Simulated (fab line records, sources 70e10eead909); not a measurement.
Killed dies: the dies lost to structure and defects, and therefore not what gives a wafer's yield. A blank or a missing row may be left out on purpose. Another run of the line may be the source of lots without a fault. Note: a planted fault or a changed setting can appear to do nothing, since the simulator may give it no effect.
Chamber matching    flow nand_harc    NHARC_A_M0_DEP_32 on pecvd-02 has 3 sister chambers
The step deposits SiCN, target thk 30 nm. 3 wafers are shown with their chamber, then 12 later ones without.

WAFERS WITH THEIR CHAMBER
wafer   chamber  showerhead_vpp_V (V)
L088.4  0        1460
L090.4  1        1203
L090.5  2        1391

WAFERS WHOSE CHAMBER IS MISSING
wafer   showerhead_vpp_V (V)
L093.1  1197
L093.4  1385
L093.5  1183
L095.2  1148
L095.3  1397
L095.6  1392
L097.3  1402
L097.4  1396
L097.6  1422
L094.1  1187
L094.2  1451
L094.4  1451

CHAMBER TAKEN BY EACH
wafer   from the rows above      in truth
L093.1  1                        1
L093.4  2                        2
L093.5  1                        1
L095.2  1                        1
L095.3  2                        2
L095.6  2                        2
L097.3  2                        2
L097.4  2                        2
L097.6  can't be placed: 2 or 0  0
L094.1  1                        1
L094.2  0                        0
L094.4  0                        0
Correctly placed: 11 of 12. From these rows, 1 cannot be placed; in 1 the true chamber is one of the candidates. Number placed wrongly: 0.
How it was worked out, from the rows above alone: a wafer's distance from a chamber is the root of the sum, over the readings, of the square of ((its reading less the chamber's mean) divided by the reading's scatter). The wafer belongs to the nearest chamber; if the next one is less than 2 further off, it can't be placed. Each chamber's mean is taken over the wafers shown for it. The scatter: with one shown wafer a chamber, the root of the mean of the squares of how far each hidden wafer lies from its nearest shown one.
